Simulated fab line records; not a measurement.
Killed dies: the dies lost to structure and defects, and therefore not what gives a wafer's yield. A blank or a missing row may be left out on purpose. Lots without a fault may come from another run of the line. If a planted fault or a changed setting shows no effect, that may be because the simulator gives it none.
Which of the tools did it? | flow nandHarc | 13 lots, 39 wafers sampled, at 4 steps of a route of 1159

## WHAT EACH GAUGE READ, for each wafer
NHARC_A_BLC_CD_MEAS_10: the cd target is 100 nm.
lot  | measured     | on       | cdNm (nm)
L623 | day 17 11:30 | cdSem-01 | 99.6 100.1 99.9
L626 | day 17 16:00 | cdSem-01 | 100.3 99.0 99.2
L628 | day 17 19:05 | cdSem-03 | 99.6 98.4 98.5
L627 | day 18 14:05 | cdSem-01 | 99.4 100.9 100.0
L629 | day 19 15:35 | cdSem-03 | 101.5 102.1 100.3
L631 | day 19 22:28 | cdSem-01 | 99.6 98.6 98.8
L636 | day 21 05:02 | cdSem-02 | 98.9 95.0 94.5
L637 | day 21 14:31 | cdSem-02 | 100.2 98.9 99.3
L634 | day 21 15:16 | cdSem-01 | 94.0 99.4 93.9
L641 | day 22 12:14 | cdSem-02 | 100.4 99.9 101.1
L643 | day 22 16:02 | cdSem-03 | 98.9 98.6 99.1
L645 | day 23 01:36 | cdSem-01 | 98.6 98.1 99.0
L646 | day 23 15:25 | cdSem-02 | 98.6 98.4 98.0

## WHAT TOOL EACH LOT RAN ON (gives the tool, then ch and the chambers of the sampled wafers, and finally the start)
lot  | NHARC_A_CONTACT_ETCH_137           | NHARC_A_CONTACT_ALD_18             | NHARC_A_BLC_EXPOSE_07
L623 | harCapEtch-03 ch 0,1, day 17 04:45 | aldMetal-02 ch 0,3, day 17 06:38   | arfiScanner-03 ch 0, day 17 11:22
L626 | harCapEtch-03 ch 0,1, day 17 09:22 | aldMetal-03 ch 0,1,2, day 17 11:30 | arfiScanner-02 ch 0, day 17 15:52
L628 | harCapEtch-01 ch 0,1, day 17 14:56 | aldMetal-04 ch 1,2, day 17 17:05   | arfiScanner-01 ch 0, day 17 18:56
L627 | harCapEtch-03 ch 0,1, day 18 10:19 | aldMetal-04 ch 2,3, day 18 12:06   | arfiScanner-02 ch 0, day 18 13:57
L629 | harCapEtch-03 ch 0,1, day 19 04:53 | aldMetal-02 ch 0,1,3, day 19 06:48 | arfiScanner-01 ch 0, day 19 15:28
L631 | harCapEtch-02 ch 0,1, day 19 11:08 | aldMetal-04 ch 0,1,2, day 19 13:25 | arfiScanner-01 ch 0, day 19 22:20
L636 | harCapEtch-03 ch 0,1, day 20 19:23 | aldMetal-02 ch 1,2,3, day 20 21:36 | arfiScanner-01 ch 0, day 21 04:53
L637 | harCapEtch-03 ch 0,1, day 20 22:11 | aldMetal-04 ch 1,2,3, day 20 23:59 | arfiScanner-03 ch 0, day 21 14:23
L634 | harCapEtch-02 ch 0,1, day 20 23:19 | aldMetal-02 ch 0,2,3, day 21 01:08 | arfiScanner-01 ch 0, day 21 15:07
L641 | harCapEtch-01 ch 0,1, day 21 21:56 | aldMetal-02 ch 1,2,3, day 21 23:46 | arfiScanner-03 ch 0, day 22 12:05
L643 | harCapEtch-03 ch 0,1, day 22 06:53 | aldMetal-02 ch 2,3, day 22 08:47   | arfiScanner-02 ch 0, day 22 15:53
L645 | harCapEtch-02 ch 0,1, day 22 19:47 | aldMetal-03 ch 0,1,3, day 22 22:11 | arfiScanner-02 ch 0, day 23 01:28
L646 | harCapEtch-03 ch 0,1, day 23 08:03 | aldMetal-04 ch 0,1,3, day 23 10:01 | arfiScanner-03 ch 0, day 23 15:17
- NHARC_A_CONTACT_ETCH_137: etches the open film in C4F8/O2/Ar, time 132 s, target depth 1287 nm.
- NHARC_A_CONTACT_ALD_18: deposits TiN, target thk 3 nm, pulse time 1 s, ald cycles 150.
- NHARC_A_BLC_EXPOSE_07: exposes mask A BLC, target cd 100 nm.

## WHAT THE TOOLS THEMSELVES READ (means of the sampled wafers that have a number; where no wafer has one, the mark that the record gives instead)
NHARC_A_CONTACT_ALD_18.
lot  | tool        | heaterPowerW (W) | precursorPulseHeightRel
L623 | aldMetal-02 | 1030             | 0.996
L626 | aldMetal-03 | 1084             | 1.004
L628 | aldMetal-04 | 1071             | 0.991
L627 | aldMetal-04 | 943              | 1.009
L629 | aldMetal-02 | 975              | 1.005
L631 | aldMetal-04 | 1102             | 1.007
L636 | aldMetal-02 | 989              | 1.001
L637 | aldMetal-04 | 970              | 0.990
L634 | aldMetal-02 | 1047             | 1.007
L641 | aldMetal-02 | 980              | 0.979
L643 | aldMetal-02 | 1036             | 0.997
L645 | aldMetal-03 | 1042             | 1.013
L646 | aldMetal-04 | 1058             | 0.996

## THE ANSWER, worked out from the rows above alone
Rule: what is usual is taken from the lots themselves. The widest of any qualifying gaps counts: lots, ordered by their means at a reading, are off when they make up no more than a third of the lots, leave a main group of 4 or more, and stand apart from it by 3 or more times the standard deviation of that group's means. The tables above print the reading to a certain number of digits; a main group whose means all agree to those digits is not used. A lot without any number at a reading at which 4 lots or more have one is off too. Where the step has rows for the other lots, those lots are counted as sound. The gauges are gone through in route order, then the tools' own readings, and for those a lot's mean is taken as printed above. At the first step where some lot is off, the reading lying furthest off is the one used; lots without a number count as furthest.
Across all readings shown, no lot is off: no conclusion can be drawn from this.

## WHAT WAS PUT IN BY THE SIMULATOR
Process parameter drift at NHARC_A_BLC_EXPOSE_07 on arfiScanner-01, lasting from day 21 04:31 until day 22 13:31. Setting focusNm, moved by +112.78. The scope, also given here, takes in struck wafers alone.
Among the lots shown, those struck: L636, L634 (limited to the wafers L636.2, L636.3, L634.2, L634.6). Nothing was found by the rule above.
